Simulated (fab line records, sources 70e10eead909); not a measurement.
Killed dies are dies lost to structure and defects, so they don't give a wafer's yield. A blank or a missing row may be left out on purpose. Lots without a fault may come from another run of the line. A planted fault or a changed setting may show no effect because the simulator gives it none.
Chamber matching | flow nand_harc | NHARC_A_SLIT_ETCH_24 on rie_diel-09: 4 sister chambers
The step etches the open film in CF4/CHF3, target depth 121 nm, time 60.5 s. 16 wafers are shown with their chamber, then 8 later ones without.

WAFERS WITH THEIR CHAMBER
wafer  | chamber | showerhead_plenum_p_Torr (Torr) | drypump_motor_current_A (A) | oes_product_au (a.u.)
L904.1 | 3       | 1.50                            | 6.3                         | 0.954
L904.2 | 0       | 1.47                            | 5.6                         | 0.945
L904.6 | 0       | 1.47                            | 5.6                         | 0.955
L907.1 | 3       | 1.50                            | 6.3                         | 0.970
L907.5 | 1       | 1.51                            | 5.8                         | 0.947
L907.6 | 0       | 1.47                            | 5.6                         | 0.939
L908.4 | 0       | 1.47                            | 5.6                         | 0.967
L908.5 | 2       | 1.48                            | 5.9                         | 0.981
L908.6 | 3       | 1.49                            | 6.4                         | 0.978
L910.1 | 1       | 1.51                            | 5.8                         | 0.958
L910.4 | 3       | 1.49                            | 6.4                         | 0.981
L910.6 | 0       | 1.47                            | 5.6                         | 0.978
L911.1 | 1       | 1.51                            | 5.8                         | 0.973
L911.3 | 3       | 1.49                            | 6.3                         | 0.964
L911.6 | 0       | 1.47                            | 5.6                         | 0.955
L913.1 | 2       | 1.48                            | 5.8                         | 0.968

SIGNATURES (means of the wafers above)
reading                  | chamber 0 | chamber 1 | chamber 2 | chamber 3 | scatter within a chamber
showerhead_plenum_p_Torr | 1.4700    | 1.5100    | 1.4800    | 1.4940    | 0.00316
drypump_motor_current_A  | 5.600     | 5.800     | 5.850     | 6.340     | 0.0376
oes_product_au           | 0.95650   | 0.95933   | 0.97450   | 0.96940   | 0.0126
Rule: a wafer's distance from a chamber is the root of the sum, over the readings, of the square of ((its reading less the chamber's mean) divided by the reading's scatter). The wafer belongs to the nearest chamber; if the next one is less than 2 further off, it can't be placed. The scatter: the root of (the sum of the squares of (reading less its chamber's mean) over the shown wafers, divided by (wafers less chambers)).

WAFERS WITHOUT THEIR CHAMBER
wafer  | showerhead_plenum_p_Torr (Torr) | drypump_motor_current_A (A) | oes_product_au (a.u.)
L913.5 | 1.47                            | 5.6                         | 0.963
L913.6 | 1.51                            | 5.8                         | 0.975
L914.2 | 1.47                            | 5.6                         | 0.954
L914.3 | 1.48                            | 5.9                         | 0.952
L914.5 | 1.47                            | 5.6                         | 0.959
L921.1 | 1.51                            | 5.9                         | 0.989
L921.2 | 1.48                            | 5.9                         | 0.984
L921.5 | 1.47                            | 5.6                         | 0.967

WHICH CHAMBER EACH WENT THROUGH
wafer  | from the rows above | in truth
L913.5 | 0                   | 0
L913.6 | 1                   | 1
L914.2 | 0                   | 0
L914.3 | 2                   | 2
L914.5 | 0                   | 0
L921.1 | 1                   | 1
L921.2 | 2                   | 2
L921.5 | 0                   | 0
Placed correctly: 8 of 8. Can't be placed from these rows: 0. Placed wrongly: 0.
